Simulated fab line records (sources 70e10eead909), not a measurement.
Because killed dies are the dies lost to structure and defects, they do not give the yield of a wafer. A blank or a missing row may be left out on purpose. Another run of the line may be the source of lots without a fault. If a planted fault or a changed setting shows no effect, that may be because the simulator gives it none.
Chamber matching	flow nandHarc	NHARC_A_ONON_D1_DEP_33 on pecvd-01: 3 sister chambers
The step deposits SiO2, target thk 200 nm. 6 wafers are shown with their chamber, then 7 later ones without.

## WAFERS PAIRED WITH THEIR CHAMBERS
wafer	chamber	throttleValvePct (%)	heaterPowerW (W)
L649.6	2	16.1	464
L650.2	2	15.8	520
L657.4	1	16.2	672
L657.6	0	15.6	552
L659.6	0	15.3	463
L660.3	1	16.2	591

## WAFERS WITH NO CHAMBER GIVEN
wafer	throttleValvePct (%)	heaterPowerW (W)
L660.5	15.4	537
L667.1	15.8	617
L667.2	14.9	486
L667.4	15.5	620
L670.2	15.2	424
L670.3	16.5	599
L670.6	15.1	434

## WHICH CHAMBER EACH WENT THROUGH
wafer	from the rows above	in truth
L660.5	0	0
L667.1	can't be placed: 1 or 2 or 0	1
L667.2	0	0
L667.4	can't be placed: 0 or 2 or 1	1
L670.2	0	0
L670.3	can't be placed: 1 or 2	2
L670.6	0	0
Correct placement for 4 of the 7. These rows do not allow placing 3 (true chamber among the candidates in 3). Wrongly placed: 0.
How it was worked out, from the rows above alone: a wafer's distance from a chamber is the root of the sum, over the readings, of the square of ((its reading less the chamber's mean) divided by the reading's scatter). The wafer belongs to the nearest chamber; if the next one is less than 2 further off, it can't be placed. The mean given for a chamber averages the wafers shown for that chamber. The scatter: take each reading less its chamber's mean, square it, sum over the shown wafers, divide by the number of wafers less the number of chambers, and take the root.
